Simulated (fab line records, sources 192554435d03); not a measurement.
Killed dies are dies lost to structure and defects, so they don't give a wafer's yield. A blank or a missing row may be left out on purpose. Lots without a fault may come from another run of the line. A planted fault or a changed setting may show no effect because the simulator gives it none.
Problem report in the 8D (eight disciplines) form, filled by code | flow n5_finfet | the parts of the form that need people (team, actions taken, sign-off) are left out

1. THE PROBLEM
RS_SD_N at N5_SD_ACTIVATION_RS_MEAS_03 reads a mean of 25.2 ohm/sq on 6 wafers of 2 lots; wafers without a fault read 21.8 ohm/sq with a standard deviation of 0.31. That is +11 standard deviations from the usual mean.
The step: measures by four-point-probe.
First seen on wafer L294.1, day 6 21:13, on film_metro-02. The record holds 24 wafers of 8 lots with a number at this step. Rule for "out", or "out of limits": more than 4 standard deviations from the usual mean. The other wafers with a number count as sound.

2. WHAT IT IS AND WHAT IT IS NOT
question                    | is                           | is not
which readings at this step | RS_SD_N                      | -
which lots                  | L294, L296                   | L286, L288, L290, L299, L301, L303
which wafers of those lots  | all that have a number       | -
read on which gauges        | film_metro-01, film_metro-02 | -
when                        | from day 6 21:13             | up to then (9 sound wafers); but 9 sound wafers of L299, L301, L303 came after

3. SUSPECTS, AND WHAT RULES EACH OUT
Counting: a tool at a process step up to the reading stays a suspect if it ran every lot that is out and no sound lot after the first of them.
- the gauge at N5_SD_ACTIVATION_RS_MEAS_03: ruled out. The wafers that are out were read on 2 gauges (film_metro-01, film_metro-02).
- rie_diel-04 at N5_SD_EPI_N_ETCHBACK_44 (etches SiNx in CH3F/O2, stops on SiO2, target depth 14.5 nm): ruled out as a lasting fault. Sound lots L299 ran on it after its first lot that is out, L294 (day 6 12:59).
- rie_diel-04 at N5_SD_EPI_N_ETCH_16 (etches SiO2 in CHF3/O2, target depth 5 nm): ruled out as a lasting fault. Sound lots L299 ran on it after its first lot that is out, L294 (day 6 13:11).
- plasma_asher-01 at N5_SD_EPI_P_STRIP_40 (strips in N2/H2): ruled out as a lasting fault. Sound lots L299, L303 ran on it after its first lot that is out, L294 (day 6 17:53).
- laser_anneal-01 at N5_SD_ACTIVATION_LSA_01 (time 0.0008 s): kept. It ran every lot that is out, first L294 (day 6 20:59), and no sound lot after that; its last sound lot up to then is L290 (day 5 22:26). Its own readings are out on those wafers: wafer_temp_C_max.
Left after counting: laser_anneal-01 at N5_SD_ACTIVATION_LSA_01.

4. THE CAUSE (what the simulator had put in)
Process parameter drift: laser_anneal-01, from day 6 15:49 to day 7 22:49, at N5_SD_ACTIVATION_LSA_01. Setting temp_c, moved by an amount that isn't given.
Counting left only this tool.

5. THE CHAIN OF EFFECTS, in route order
Each row: a reading whose mean over the struck wafers that have a number lies more than 3 standard deviations from the usual. Only readings for which the record gives a usual standard deviation are gone through. hours: the time from each lot's start at the first step in this table that gives one to its start at this step, as a median over the lots. sigmas: the change in usual standard deviations.
hours | step                        | reading          | usual       | on struck wafers | change | sigmas
0     | N5_SD_ACTIVATION_LSA_01     | wafer_temp_C_max | 1086.7      | 1055.5           | -31.2  | -12
0     | N5_SD_ACTIVATION_RS_MEAS_03 | RS_SD_N          | 21.8 ohm/sq | 25.2             | +3.4   | +11
166   | N5_BEOL_M4_RC_MEAS_101      | RC_DENSE_N       | 19.0 ohm.um | 22.0             | +3.0   | +7.6
166   | N5_BEOL_M4_RC_MEAS_101      | RC_N             | 15.5 ohm.um | 17.8             | +2.3   | +7.7
166   | N5_BEOL_M4_RC_MEAS_101      | REXT_N           | 75.4 ohm.um | 81.0             | +5.5   | +4.0
166   | N5_BEOL_M4_RC_MEAS_101      | RS_SD_N          | 28.3 ohm/sq | 32.0             | +3.7   | +9.0
The process steps in it:
- N5_SD_ACTIVATION_LSA_01: time 0.0008 s.

6. WHAT WOULD HAVE CAUGHT IT SOONER
In this record the first reading out of limits at a measuring or inspecting step was taken at day 6 21:13, 5 hours after the fault began at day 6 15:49.
The tool's own readings at N5_SD_ACTIVATION_LSA_01 were out on every struck wafer that the step has a row for (wafer_temp_C_max): an alarm limit on them would have fired on the first of those.
Of the lots that are out (2), L296 began N5_SD_ACTIVATION_LSA_01 on laser_anneal-01 after day 6 21:13. A hold on the tool at that time would have spared it.
